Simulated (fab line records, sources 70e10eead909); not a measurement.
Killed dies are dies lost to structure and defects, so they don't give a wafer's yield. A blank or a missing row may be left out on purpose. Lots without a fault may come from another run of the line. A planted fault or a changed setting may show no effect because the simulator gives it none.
Which tool did it? | flow nand_harc | 12 lots, 36 wafers sampled, at 6 steps of a route of 1159

WHAT THE GAUGES READ, wafer by wafer
NHARC_A_BONDPAD_THK_MEAS_20: measures by xrf.
lot  | measured     | on            | thk_nm (nm)
L075 | day 18 15:50 | film_metro-01 | 170.2 168.1 171.2
L076 | day 18 18:40 | film_metro-01 | 169.7 169.0 170.1
L078 | day 19 16:20 | film_metro-02 | 167.2 167.9 169.5
L081 | day 19 19:53 | film_metro-01 | 171.8 170.2 170.0
L084 | day 20 16:03 | film_metro-01 | 170.2 168.8 169.4
L083 | day 21 10:25 | film_metro-01 | 170.3 169.7 168.1
L087 | day 22 02:02 | film_metro-01 | 168.0 167.5 167.6
L092 | day 22 17:43 | film_metro-02 | 169.9 168.6 169.4
L088 | day 22 21:53 | film_metro-01 | 167.5 166.3 165.7
L093 | day 23 04:51 | film_metro-01 | 167.2 166.9 165.4
L095 | day 23 08:41 | film_metro-01 | 171.0 171.4 169.9
L096 | day 23 18:37 | film_metro-01 | 170.2 172.0 169.5

WHICH TOOL RAN EACH LOT (tool, then ch and the chambers of the sampled wafers, then the start)
lot  | NHARC_A_CONTACT_ETCH_97                       | NHARC_A_CONTACT_STRIP_82                      | NHARC_A_CONTACT_ETCH_138             | NHARC_A_M0_DEGAS_28          | NHARC_A_BONDPAD_ANNEAL_28
L075 | rie_diel-07 ch 0,3, day 17 07:10 or earlier   | rie_diel-07 ch 0,1,2, day 17 07:10 or earlier | har_cap_etch-03 ch 1, day 17 07:10   | pvd_sputter-02, day 18 04:27 | rtp_anneal-02 ch 0, day 18 15:13
L076 | rie_diel-07 ch 0,2,3, day 17 18:22 or earlier | rie_diel-07 ch 0,2,3, day 17 18:22 or earlier | har_cap_etch-02 ch 0, day 17 18:22   | pvd_sputter-03, day 18 08:07 | rtp_anneal-01 ch 0, day 18 18:03
L078 | rie_diel-07 ch 0,2, day 18 17:08 or earlier   | rie_diel-07 ch 0,1,3, day 18 17:08 or earlier | har_cap_etch-02 ch 0,1, day 18 17:08 | pvd_sputter-01, day 19 05:43 | rtp_anneal-01 ch 0, day 19 15:43
L081 | rie_diel-09 ch 0,2,3, day 19 01:07 or earlier | rie_diel-07 ch 1,3, day 19 01:07 or earlier   | har_cap_etch-03 ch 0, day 19 01:07   | pvd_sputter-03, day 19 09:49 | rtp_anneal-02 ch 0, day 19 19:13
L084 | rie_diel-10 ch 1,2,3, day 19 13:07 or earlier | rie_diel-07 ch 1,2, day 19 13:07 or earlier   | har_cap_etch-02 ch 0,1, day 19 13:07 | pvd_sputter-01, day 20 05:40 | rtp_anneal-02 ch 0, day 20 15:29
L083 | rie_diel-09 ch 1,3, day 20 12:20 or earlier   | rie_diel-10 ch 2,3, day 20 12:20 or earlier   | har_cap_etch-01 ch 1, day 20 12:20   | pvd_sputter-01, day 20 23:57 | rtp_anneal-01 ch 0, day 21 09:44
L087 | rie_diel-10 ch 1,2, day 20 18:36 or earlier   | rie_diel-07 ch 1,2, day 20 18:36 or earlier   | har_cap_etch-02 ch 0, day 20 18:36   | pvd_sputter-01, day 21 15:47 | rtp_anneal-01 ch 0, day 22 01:25
L092 | rie_diel-09 ch 0,2,3, day 21 00:33 or earlier | rie_diel-10 ch 0,2,3, day 21 00:33 or earlier | har_cap_etch-01 ch 0,1, day 21 00:33 | pvd_sputter-01, day 22 07:31 | rtp_anneal-01 ch 0, day 22 17:02
L088 | rie_diel-07 ch 1,2,3, day 20 22:41            | rie_diel-07 ch 1,3, day 21 06:31 or earlier   | har_cap_etch-03 ch 0,1, day 21 06:31 | pvd_sputter-03, day 22 10:22 | rtp_anneal-02 ch 0, day 22 21:16
L093 | rie_diel-09 ch 2,3, day 22 03:30 or earlier   | rie_diel-07 ch 0,1,2, day 22 03:30 or earlier | har_cap_etch-03 ch 0,1, day 22 03:30 | pvd_sputter-02, day 22 18:26 | rtp_anneal-02 ch 0, day 23 04:11
L095 | rie_diel-09 ch 0,1,3, day 22 09:27 or earlier | rie_diel-09 ch 0,2,3, day 22 09:27 or earlier | har_cap_etch-03 ch 0,1, day 22 09:27 | pvd_sputter-01, day 22 21:50 | rtp_anneal-02 ch 0, day 23 08:01
L096 | rie_diel-07 ch 0,1,3, day 22 16:57            | rie_diel-10 ch 0,2,3, day 22 22:38 or earlier | har_cap_etch-03 ch 0,1, day 22 22:38 | pvd_sputter-02, day 23 08:22 | rtp_anneal-02 ch 0, day 23 18:00
- NHARC_A_CONTACT_ETCH_97: etches the open film in C4F6/O2, target depth 20 nm, time 10 s.
- NHARC_A_CONTACT_STRIP_82: strips in O2.
- NHARC_A_CONTACT_ETCH_138: etches the open film in C4F8/O2/Ar, time 132 s, target depth 1289 nm.
- NHARC_A_M0_DEGAS_28: time 60 s.
- NHARC_A_BONDPAD_ANNEAL_28: time 90 s.

THE ANSWER, worked out from the rows above alone
Rule: what is usual is taken from the lots themselves. Put in order of their means at a reading, lots are off if they are a third of the lots or fewer, leave a main group of 4 or more, and stand apart from it by a gap of 3 or more times the standard deviation of the main group's means; of several such gaps the widest counts. A main group whose means are all the same, to the digits that the tables above print for the reading, isn't used. A lot without any number at a reading at which 4 lots or more have one is off too. The other lots that the step has rows for count as sound.
No lot is off at any reading shown: from this, nothing can be told.

WHAT THE SIMULATOR HAD PUT IN
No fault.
